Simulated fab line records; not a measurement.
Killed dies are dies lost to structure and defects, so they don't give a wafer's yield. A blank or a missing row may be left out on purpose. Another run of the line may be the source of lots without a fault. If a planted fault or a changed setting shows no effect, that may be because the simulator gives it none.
The tool behind it: which one?	flow n5-finfet	8 lots, 24 wafers sampled, at 6 steps of a route of 1938

== WHAT THE GAUGES READ, wafer by wafer ==
N5_BEOL_M4_RC_MEAS_101. Usual: DIBL_N 35.7 mV/V, standard deviation 1.3; DIBL_P 35.4 mV/V, standard deviation 1.8; IOFF_N 0.152 nA/um, standard deviation 0.027; IOFF_P 0.20 nA/um, standard deviation 0.034; ION_N 672 uA/um, standard deviation 9.8; ION_P 461 uA/um, standard deviation 7.5; SS_N 71.4 mV/dec, standard deviation 0.55; SS_P 73.1 mV/dec, standard deviation 0.61; VT_N 251 mV, standard deviation 3.3; VT_P -251 mV, standard deviation 3.6.
lot	measured	on	DIBL_N (mV/V)	DIBL_P (mV/V)	IOFF_N (nA/um)	IOFF_P (nA/um)	ION_N (uA/um)	ION_P (uA/um)	SS_N (mV/dec)	SS_P (mV/dec)	VT_N (mV)	VT_P (mV)	flag
L898	day 8 13:11	prober-02	34.3 34.6 33.5	36.0 34.9 35.0	0.149 0.144 0.146	0.18 0.17 0.17	676 664 670	457 455 459	70.9 71.6 70.7	72.8 72.0 73.0	252 254 251	-255 -253 -252	
L906	day 10 20:56	prober-02	37.6 37.1 36.1	35.4 35.1 34.5	0.182 0.195 0.168	0.22 0.23 0.21	679 686 684	466 469 468	71.1 70.6 70.3	72.9 73.9 73.2	245 244 244	-248 -245 -248	
L907	day 11 00:10	prober-02	35.2 34.1 35.6	34.3 33.3 35.7	0.139 0.125 0.146	0.16 0.15 0.17	649 659 653	445 449 445	71.2 70.1 71.2	73.1 73.0 73.2	252 251 254	-256 -256 -256	
L915	day 12 17:35	prober-02	33.4 33.5 36.0	34.1 33.9 36.6	0.116 0.108 0.151	0.15 0.15 0.18	656 649 663	451 445 452	71.0 70.8 71.3	72.4 72.5 73.1	256 258 251	-258 -256 -257	
L917	day 13 20:10	prober-01	34.3 36.4 35.3	34.6 36.6 35.2	0.123 0.150 0.124	0.18 0.20 0.17	663 673 667	458 464 456	71.2 71.5 71.2	72.0 73.5 72.7	253 250 253	-252 -250 -251	
L918	day 14 06:29	prober-02	34.8 33.8 35.4	33.5 32.4 34.7	0.121 0.104 0.132	0.19 0.17 0.20	674 653 668	459 457 467	70.5 70.8 71.3	73.0 72.3 73.0	254 259 252	-252 -253 -249	

== TOOL THAT RAN EACH LOT (tool first, then ch and the chambers of the sampled wafers, then the start) ==
lot	N5_SPACER0_ALD_00	N5_SD_EPI_N_ETCH_35	N5_SD_EPI_N_ETCHBACK_44	N5_SD_EPI_N_ETCH_45	N5_SD_EPI_N_STRIP_38
L898	ald-sin-02 ch 0,2,3, day 3 17:43	rie-diel-05 ch 1,2,3, day 3 18:41	rie-diel-05 ch 1,2,3, day 3 19:01	rie-diel-05 ch 1,2,3, day 3 19:07	plasma-asher-01 ch 0,1, day 3 19:23
L906	ald-sin-02 ch 0,2,3, day 5 20:37	rie-diel-05 ch 0,2,3, day 5 21:29	rie-diel-05 ch 0,2,3, day 5 21:48	rie-diel-05 ch 0,2,3, day 5 21:54	plasma-asher-01 ch 0,1, day 5 22:10
L907	ald-sin-03 ch 0,2,3, day 6 01:52	rie-diel-05 ch 2,3, day 6 02:54	rie-diel-05 ch 2,3, day 6 03:23	rie-diel-05 ch 2,3, day 6 03:32	plasma-asher-02 ch 0,1, day 6 03:53
L912	ald-sin-01 ch 1,2, day 7 06:53	rie-diel-05 ch 2,3, day 7 07:56	rie-diel-05 ch 2,3, day 7 08:16	rie-diel-05 ch 2,3, day 7 08:22	plasma-asher-02 ch 0,1, day 7 08:41
L914	ald-sin-01 ch 1,2,3, day 7 20:17	rie-diel-05 ch 0,2,3, day 7 21:10	rie-diel-05 ch 0,2,3, day 7 21:29	rie-diel-05 ch 0,2,3, day 7 21:35	plasma-asher-02 ch 0,1, day 7 21:52
L915	ald-sin-01 ch 0,1, day 8 00:22	rie-diel-06 ch 0,1,3, day 8 01:21	rie-diel-06 ch 0,1,3, day 8 01:41	rie-diel-06 ch 0,1,3, day 8 01:47	plasma-asher-02 ch 0,1, day 8 02:02
L917	ald-sin-02 ch 0,1, day 8 21:16	rie-diel-06 ch 0,1,2, day 8 22:15	rie-diel-06 ch 0,1,2, day 8 22:35	rie-diel-06 ch 0,1,2, day 8 22:41	plasma-asher-01 ch 0,1, day 8 22:56
L918	ald-sin-01 ch 0,2,3, day 9 01:19	rie-diel-01 ch 0,1,3, day 9 02:19	rie-diel-01 ch 0,1,3, day 9 02:38	rie-diel-01 ch 0,1,3, day 9 02:44	plasma-asher-02 ch 0,1, day 9 03:00
- N5_SPACER0_ALD_00: deposits SiOCN, target thk 3.5 nm, pulse time 3 s, purge time 2 s.
- N5_SD_EPI_N_ETCH_35: etches SOC in N2/H2, overetch 108 nm, time 486 s.
- N5_SD_EPI_N_ETCHBACK_44: etches SiNx in CH3F/O2, stops on SiO2, target depth 14.5 nm.
- N5_SD_EPI_N_ETCH_45: etches SiOCN in CH3F/O2, target depth 6 nm.
- N5_SD_EPI_N_STRIP_38: strips in N2/H2.

== AS READ BY THE TOOLS THEMSELVES (means over the sampled wafers that have a number; for cases with no such wafer, the mark the record gives instead) ==
N5_SPACER0_ALD_00. Usual: heater-power-w 839 W, standard deviation 82; precursor-pulse-height-rel 1.000, standard deviation 0.02.
lot	tool	heater-power-w (W)	precursor-pulse-height-rel	flag
L898	ald-sin-02	778	1.005	
L906	ald-sin-02	784	1.006	
L907	ald-sin-03	873	0.993	
L912	ald-sin-01	931	1.016	
L914	ald-sin-01	854	0.988	
L915	ald-sin-01	873	0.998	
L917	ald-sin-02	837	0.995	
L918	ald-sin-01	799	0.980	

N5_SD_EPI_N_ETCH_35. Usual: chamber-pressure-mTorr 20.001 mTorr, standard deviation 0.019; drypump-motor-current-A 5.6 A, standard deviation 0.43; oes-product-au 0.72 a.u., standard deviation 0.078; rf-vpp-V 240.8 V, standard deviation 1.5; showerhead-plenum-p-Torr 2.55 Torr, standard deviation 0.094; throttle-valve-pct 23.82 %, standard deviation 0.25.
lot	tool	chamber-pressure-mTorr (mTorr)	drypump-motor-current-A (A)	oes-product-au (a.u.)	rf-vpp-V (V)	showerhead-plenum-p-Torr (Torr)	throttle-valve-pct (%)	flag
L898	rie-diel-05	20.014	5.6	0.69	239.9	2.49	23.84	
L906	rie-diel-05	19.988	5.4	0.82	241.0	2.55	23.60	
L907	rie-diel-05	19.985	5.4	0.80	240.6	2.55	23.73	
L912	rie-diel-05	20.008	5.2	0.71	242.0	2.62	23.50	
L914	rie-diel-05	20.003	5.4	0.70	240.5	2.55	23.59	
L915	rie-diel-06	20.000	5.6	0.72	243.2	2.66	23.95	
L917	rie-diel-06	20.001	5.6	0.72	241.6	2.63	23.90	
L918	rie-diel-01	20.012	5.7	0.66	239.0	2.49	23.92	

N5_SD_EPI_N_ETCHBACK_44. Usual: O2_flow_sccm 20.01 sccm, standard deviation 0.059; chamber-pressure-mTorr 30.004 mTorr, standard deviation 0.029; drypump-motor-current-A 5.6 A, standard deviation 0.43; oes-product-au 0.69 a.u., standard deviation 0.074; rf-vpp-V 296.4 V, standard deviation 2.4; showerhead-plenum-p-Torr 2.01 Torr, standard deviation 0.075; throttle-valve-pct 16.37 %, standard deviation 0.28.
lot	tool	O2_flow_sccm (sccm)	chamber-pressure-mTorr (mTorr)	drypump-motor-current-A (A)	oes-product-au (a.u.)	rf-vpp-V (V)	showerhead-plenum-p-Torr (Torr)	throttle-valve-pct (%)	flag
L898	rie-diel-05	20.05	29.998	5.6	0.66	295.5	1.97	16.50	
L906	rie-diel-05	20.01	29.990	5.3	0.78	296.5	2.02	16.21	
L907	rie-diel-05	20.02	30.017	5.4	0.77	296.1	2.01	16.37	
L912	rie-diel-05	20.04	30.035	5.2	0.33	299.3	2.07	16.24	OFF
L914	rie-diel-05	19.99	30.019	5.4	0.33	296.9	2.01	16.20	OFF
L915	rie-diel-06	20.05	30.015	5.6	0.69	297.9	2.10	16.56	
L917	rie-diel-06	20.02	30.012	5.6	0.69	295.5	2.07	16.49	
L918	rie-diel-01	20.01	29.985	5.7	0.62	296.0	1.96	16.45	

N5_SD_EPI_N_ETCH_45. Usual: O2_flow_sccm 20.00 sccm, standard deviation 0.052; chamber-pressure-mTorr 15.002 mTorr, standard deviation 0.013; drypump-motor-current-A 5.6 A, standard deviation 0.43; oes-product-au 0.81 a.u., standard deviation 0.092; rf-vpp-V 127.6 V, standard deviation 1; showerhead-plenum-p-Torr 2.00 Torr, standard deviation 0.075; throttle-valve-pct 23.35 %, standard deviation 0.28.
lot	tool	O2_flow_sccm (sccm)	chamber-pressure-mTorr (mTorr)	drypump-motor-current-A (A)	oes-product-au (a.u.)	rf-vpp-V (V)	showerhead-plenum-p-Torr (Torr)	throttle-valve-pct (%)	flag
L898	rie-diel-05	20.04	14.985	5.6	0.77	127.6	1.96	23.45	
L906	rie-diel-05	19.97	14.997	5.4	0.92	128.2	2.01	23.24	
L907	rie-diel-05	20.04	14.993	5.4	0.90	127.5	2.00	23.37	
L912	rie-diel-05	20.03	14.998	5.2	0.90	128.0	2.07	23.28	
L914	rie-diel-05	20.03	15.011	5.3	0.88	127.8	2.00	23.25	
L915	rie-diel-06	20.01	15.000	5.6	0.80	128.3	2.10	23.56	
L917	rie-diel-06	20.01	15.015	5.6	0.81	127.9	2.06	23.49	
L918	rie-diel-01	20.07	15.004	5.7	0.72	127.3	1.96	23.38	

N5_SD_EPI_N_STRIP_38. Usual: drypump-motor-current-A 5.4 A, standard deviation 0.49; heater-power-w 323 W, standard deviation 61; oes-product-au 0.762 a.u., standard deviation 0.011.
lot	tool	drypump-motor-current-A (A)	heater-power-w (W)	oes-product-au (a.u.)	flag
L898	plasma-asher-01	4.8	357	0.757	
L906	plasma-asher-01	4.8	357	0.768	
L907	plasma-asher-02	5.9	275	0.768	
L912	plasma-asher-02	5.8	324	0.771	
L914	plasma-asher-02	5.8	323	0.761	
L915	plasma-asher-02	5.9	276	0.769	
L917	plasma-asher-01	5.0	343	0.765	
L918	plasma-asher-02	5.9	275	0.762	

== THE ANSWER, worked out from the rows above alone ==
Rule: lot off if the mean of its wafers having a number is beyond 3 standard deviations from the usual mean. A lot without any number at a reading at which 4 lots or more have one is off too. Where the step has rows for the other lots, those lots are counted as sound. The gauges are gone through in route order, then the tools' own readings, and for those a lot's mean is taken as printed above. At the first step where some lot is off, the reading lying furthest off is the one used; lots without a number count as furthest.
Off: L912, L914, at N5_SD_EPI_N_ETCHBACK_44 (oes-product-au).
A tool fits if, at that step or a process step before it, it ran every lot that is off, and no sound lot after the first of them. One fits: rie-diel-05 at N5_SD_EPI_N_ETCH_35 and N5_SD_EPI_N_ETCHBACK_44. At N5_SD_EPI_N_ETCH_35 its last sound lot is L907 (day 6 02:54), its first lot that is off L912 (day 7 07:56): a fault that began between those two fits.

== WHAT THE SIMULATOR HAD INSERTED ==
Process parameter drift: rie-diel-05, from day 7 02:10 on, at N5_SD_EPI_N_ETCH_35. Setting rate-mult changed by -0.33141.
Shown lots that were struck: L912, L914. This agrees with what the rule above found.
